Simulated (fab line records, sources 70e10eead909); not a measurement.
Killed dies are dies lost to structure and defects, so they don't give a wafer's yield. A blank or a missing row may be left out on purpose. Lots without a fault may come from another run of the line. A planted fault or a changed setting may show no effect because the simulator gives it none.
Problem report in the 8D (eight disciplines) form, filled by code | flow nand_harc | the parts of the form that need people (team, actions taken, sign-off) are left out

1. THE PROBLEM
heater_power_total_W at NHARC_A_CONTACT_SOFTBAKE_37 reads a mean of 182.85 W on 6 wafers of 2 lots; wafers without a fault read 188.46 W with a standard deviation of 0.14. That is -40 standard deviations from the usual mean.
The step: time 55 s.
First seen on wafer L974.1, day 24 13:00, on litho_track-01. The record holds 42 wafers of 14 lots with a number at this step. Rule for "out", or "out of limits": more than 4 standard deviations from the usual mean. The other wafers with a number count as sound.

2. WHAT IT IS AND WHAT IT IS NOT
question                    | is                     | is not
which readings at this step | heater_power_total_W   | -
which lots                  | L974, L977             | L967, L968, L971, L972, L973, L975, L978, L984, L985, L986, L988, L989
which wafers of those lots  | all that have a number | -
read on which tools         | litho_track-01         | litho_track-04, litho_track-06
when                        | from day 24 13:00      | up to then (18 sound wafers); but 18 sound wafers of L978, L984, L985, L986, L988, L989 came after

3. SUSPECTS, AND WHAT RULES EACH OUT
Counting: a tool at a process step up to the reading stays a suspect if it ran every lot that is out and no sound lot after the first of them.
- litho_track-01 at NHARC_A_CONTACT_SOFTBAKE_37 (time 55 s): kept. It ran every lot that is out, first L974 (day 24 13:00), and no sound lot after that; its last sound lot up to then is L975 (day 24 13:00). Its own readings are out on those wafers: heater_power_total_W.
Left after counting: litho_track-01 at NHARC_A_CONTACT_SOFTBAKE_37.

4. THE CAUSE (what the simulator had put in)
Process parameter drift: litho_track-01, from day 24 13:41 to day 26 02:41, at NHARC_A_CONTACT_SOFTBAKE_37. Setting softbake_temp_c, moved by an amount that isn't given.
Counting left only this tool.

5. THE CHAIN OF EFFECTS, in route order
Each row: a reading whose mean over the struck wafers that have a number lies more than 3 standard deviations from the usual. Only readings for which the record gives a usual standard deviation are gone through. hours: the time from each lot's start at the first step in this table that gives one to its start at this step, as a median over the lots. sigmas: the change in usual standard deviations.
hours | step                        | reading              | usual    | on struck wafers | change | sigmas
0     | NHARC_A_CONTACT_SOFTBAKE_37 | heater_power_total_W | 188.46 W | 182.85           | -5.61  | -40
The process steps in it:
- NHARC_A_CONTACT_SOFTBAKE_37: time 55 s.
Later measuring or inspecting steps at which every struck wafer that the step has a row for has a number for every such reading, and none has moved that far: NHARC_END_SORT_01.

6. WHAT WOULD HAVE CAUGHT IT SOONER
In this record the first reading out of limits was taken at day 24 13:00.
